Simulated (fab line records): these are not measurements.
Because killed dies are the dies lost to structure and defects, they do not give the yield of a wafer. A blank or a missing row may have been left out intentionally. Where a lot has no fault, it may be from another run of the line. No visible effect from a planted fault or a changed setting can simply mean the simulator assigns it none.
Chamber matching | flow n5_finfet | 4 sister chambers for N5_BEOL_M0_SAQP_ETCH_102 on rie_si-03
The step etches SiO2 in CF4, target depth 4 nm, time 4.4 s. 22 wafers are shown with their chamber, then 11 later ones without.

WAFERS WITH THEIR CHAMBER
wafer  | chamber | throttle_valve_pct (%) | oes_product_au (a.u.) | bias_w (W)
L074.1 | 2       | 21.72                  | 1.034                 | 401.6
L074.2 | 1       | 21.76                  | 1.015                 | 397.8
L074.3 | 3       | 21.53                  | 1.045                 | 400.7
L074.4 | 0       | 21.85                  | 0.984                 | 402.3
L074.5 | 2       | 21.71                  | 1.035                 | 399.9
L074.6 | 1       | 21.77                  | 1.009                 | 398.1
L075.1 | 1       | 21.75                  | 1.002                 | 400.1
L075.2 | 2       | 21.70                  | 1.020                 | 401.1
L075.5 | 0       | 21.84                  | 0.964                 | 401.3
L077.1 | 3       | 21.51                  | 1.030                 | 400.8
L077.2 | 2       | 21.73                  | 1.026                 | 400.9
L077.5 | 0       | 21.84                  | 0.966                 | 398.5
L078.1 | 2       | 21.71                  | 1.037                 | 400.9
L078.3 | 3       | 21.51                  | 1.039                 | 399.8
L078.6 | 2       | 21.72                  | 1.026                 | 401.7
L080.1 | 1       | 21.75                  | 1.017                 | 399.7
L080.2 | 0       | 21.84                  | 0.977                 | 401.2
L080.6 | 1       | 21.78                  | 1.010                 | 400.6
L086.1 | 1       | 21.77                  | 0.991                 | 400.2
L086.2 | 2       | 21.71                  | 1.006                 | 399.9
L086.6 | 1       | 21.75                  | 1.007                 | 400.1
L088.1 | 0       | 21.84                  | 0.978                 | 401.5

SIGNATURES (averages over the wafers above)
reading            | chamber 0 | chamber 1 | chamber 2 | chamber 3 | scatter within a chamber
throttle_valve_pct | 21.8420   | 21.7614   | 21.7143   | 21.5167   | 0.01
oes_product_au     | 0.97380   | 1.00729   | 1.02629   | 1.03800   | 0.00931
bias_w             | 400.960   | 399.514   | 400.857   | 400.433   | 1.04
Rule: a wafer lies at a distance from a chamber equal to the root of the sum of squares, over the readings, of (its reading less the chamber's mean, divided by the reading's scatter). The wafer belongs to the nearest chamber; if the next one is less than 2 further off, it can't be placed. The scatter: the root of (the sum of the squares of (reading less its chamber's mean) over the shown wafers, divided by (wafers less chambers)).

WAFERS MISSING THEIR CHAMBER
wafer  | throttle_valve_pct (%) | oes_product_au (a.u.) | bias_w (W)
L088.3 | 21.71                  | 1.023                 | 399.4
L088.5 | 21.77                  | 1.006                 | 400.9
L091.2 | 21.84                  | 0.962                 | 400.4
L091.3 | 21.75                  | 0.994                 | 398.4
L091.4 | 21.72                  | 1.027                 | 399.6
L092.1 | 21.70                  | 1.032                 | 401.2
L092.2 | 21.84                  | 0.980                 | 398.4
L092.6 | 21.72                  | 1.032                 | 401.8
L097.1 | 21.71                  | 1.021                 | 399.3
L097.3 | 21.49                  | 1.025                 | 401.4
L097.6 | 21.77                  | 1.011                 | 400.0

WHICH CHAMBER EACH ONE RAN IN
wafer  | from the rows above | in truth
L088.3 | 2                   | 2
L088.5 | 1                   | 1
L091.2 | 0                   | 0
L091.3 | 1                   | 1
L091.4 | 2                   | 2
L092.1 | 2                   | 2
L092.2 | 0                   | 0
L092.6 | 2                   | 2
L097.1 | 2                   | 2
L097.3 | 3                   | 3
L097.6 | 1                   | 1
Correct placement for 11 of the 11. Can't be placed from these rows: 0. Number placed wrongly: 0.
